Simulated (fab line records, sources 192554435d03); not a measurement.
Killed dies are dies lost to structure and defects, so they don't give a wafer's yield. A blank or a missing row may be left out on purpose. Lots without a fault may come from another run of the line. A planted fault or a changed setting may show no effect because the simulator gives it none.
A struck lot beside a sound one | flow n5_finfet | 40 steps out of a route of 1938
Sound: wafers L781.1, L781.3, L781.4. Struck: wafers L792.2, L792.3, L792.6. The cause comes at the end.
At each step with rows: each side's tool, then ch and its chambers, then its first start. Under that, the readings that differ: sound wafers | struck wafers | difference of the means | sigmas: that difference in standard deviations of wafers without a fault.
alike: readings whose means differ by less than 2 such deviations, and words and numbers that are the same on both sides. not compared: withheld readings, readings that some wafer has no value for, bounds like >300 that may hide the same value, and numbers for which the record gives no deviation and whose values overlap.
The two part at a step that has a row with sigmas, a row that says differs or no value, or rows on one side only. Numbers that don't overlap but have no deviation are shown without sigmas and don't part them. A reading that every wafer of one side lacks parts them only if that side has two wafers or more.

first, 9 steps without rows for these wafers: N5_FIN_SAQP_EBR_12; N5_FIN_SAQP_SOFTBAKE_11 (time 60 s); N5_FIN_SAQP_EXPOSE_13 (exposes mask FIN CORE, target cd 35.6 nm); N5_FIN_SAQP_PEB_14 (peb time 60 s); N5_FIN_SAQP_DEVELOP_15 (develop time 30 s); N5_FIN_SAQP_DESCUM_21 (chemistry O2, time 7.9 s); N5_FIN_SAQP_ETCH_51 (etches SiARC in CF4, target depth 45.5 nm, time 75.8 s); N5_FIN_SAQP_ETCH_52 (etches SOC in N2/H2, target depth 100 nm, overetch 20 nm, time 150 s); N5_FIN_SAQP_STRIP_53 (strips in N2/H2).
N5_FIN_SAQP_HM_OPEN_73: chemistry CHF3/O2, target SiO2, stops on a-Si, target depth 12 nm, time 16.8 s.
  sound on rie_diel-01 ch 0,2,3, day 4 10:41; struck on rie_diel-01 ch 0,2,3, day 7 04:47
  alike: drypump_motor_current_A, oes_product_au, rf_vpp_V, showerhead_plenum_p_Torr, throttle_valve_pct
  not compared: rf_hours_counter_h
then, 26 steps without rows for these wafers: N5_FIN_SAQP_STRIP_74 (strips in CHF3/O2); N5_FIN_SAQP_MANDREL_ETCH_22 (etches a-Si in HBr/Cl2, stops on SiNx, target depth 60 nm, bt time 10 s, time 30 s); N5_FIN_SAQP_STRIP_55 (strips in N2/H2); N5_FIN_SAQP_STRIP_23 (strips in SPM, time 750 s); N5_FIN_SAQP_SRD_66 (time 30 s); N5_FIN_SAQP_RECESS_75 (chemistry HF/NH3, target SiO2, target depth 14.4 nm, afs cycles 3, sublimation time 60 s); N5_FIN_SAQP_SPACER1_ALD_24 (deposits SiO2, target thk 20.3 nm, pulse time 1 s, purge time 2 s); N5_FIN_SAQP_SPACER1_ETCHBACK_25 (etches SiO2 in CHF3/O2, target depth 24.4 nm, time 12.2 s); N5_FIN_SAQP_MANDREL1_REMOVE_56 (chemistry HBr/Cl2/O2, target a-Si, stops on SiNx, bt time 10 s); N5_FIN_SAQP_ETCH_57 (etches SiNx in CH3F/O2, target depth 32.5 nm, time 46.4 s); N5_FIN_SAQP_ETCH_65 (etches SiO2 in CF4, target depth 4 nm, time 4.4 s); N5_FIN_SAQP_MANDREL_ETCH_58 (etches a-Si in HBr/Cl2, stops on SiNx, target depth 45 nm, bt time 10 s, time 27 s); N5_FIN_SAQP_RECESS_63 (chemistry HF/NH3, target SiO2, target depth 18 nm, afs cycles 3, sublimation time 60 s); N5_FIN_SAQP_COAT_68 (time 60 s, resist thk 100 nm); N5_FIN_SAQP_ETCH_69 (etches SOC in N2/H2, stops on SiNx, target depth 150 nm); N5_FIN_SAQP_ETCH_67 (etches SiNx in CH3F/O2, target depth 30 nm); N5_FIN_SAQP_STRIP_70 (strips in N2/H2); N5_FIN_SAQP_RECESS_71 (chemistry HF/NH3, target SiO2, target depth 3 nm, afs cycles 1, sublimation time 60 s); N5_FIN_SAQP_SPACER2_ALD_28 (deposits SiO2, target thk 8.1 nm, pulse time 1 s, purge time 2 s); N5_FIN_SAQP_SPACER2_ETCHBACK_29 (etches SiO2 in CHF3/O2, target depth 12.2 nm, time 6.1 s); N5_FIN_SAQP_MANDREL2_REMOVE_60 (chemistry HBr/Cl2/O2, target a-Si, stops on SiNx, bt time 10 s); N5_FIN_SAQP_HM_OPEN_33 (chemistry CH3F/O2, target SiNx, target depth 49.4 nm, time 70.6 s); N5_FIN_SAQP_ETCH_34 (etches SiO2 in C4F6/O2, target depth 45 nm, time 15 s); N5_FIN_SAQP_STRIP_77 (strips in N2/H2, time 90 s); N5_FIN_SAQP_ETCH_64 (etches SiO2 in CF4, target depth 1.5 nm); N5_FIN_SAQP_FIN_ETCH_36 (etches the open film in HBr/Cl2/O2, target depth 120 nm, time 50.4 s).
N5_FIN_SAQP_INSPECT_40: inspects for defects (brightfield).
  sound on defect_inspect-01, day 4 15:41; struck on defect_inspect-01, day 7 08:47
  reading          | sound       | struck      | difference | sigmas
  raw_defect_count | 254 197 201 | 488 595 497 | +309       | +5
N5_FIN_CUT_INSPECT_10: inspects for defects (brightfield).
  sound on defect_inspect-01, day 4 16:05; struck on defect_inspect-01, day 7 09:10
  reading          | sound    | struck      | difference | sigmas
  raw_defect_count | 47 39 34 | 324 320 324 | +283       | +26
N5_FIN_CUT_INSPECT_17: inspects for defects (brightfield).
  sound on defect_inspect-01, day 4 17:07; struck on defect_inspect-01, day 7 10:08
  reading          | sound       | struck      | difference | sigmas
  raw_defect_count | 246 174 220 | 485 566 514 | +308       | +5
N5_PASSIVATION_PROBE_49:
  the record has rows for the sound wafers here (prober-02, day 14 14:40) and none for the struck ones

WHERE THEY PART
First at N5_FIN_SAQP_INSPECT_40; last, within this record, at N5_PASSIVATION_PROBE_49.

WHY: what the simulator had put in
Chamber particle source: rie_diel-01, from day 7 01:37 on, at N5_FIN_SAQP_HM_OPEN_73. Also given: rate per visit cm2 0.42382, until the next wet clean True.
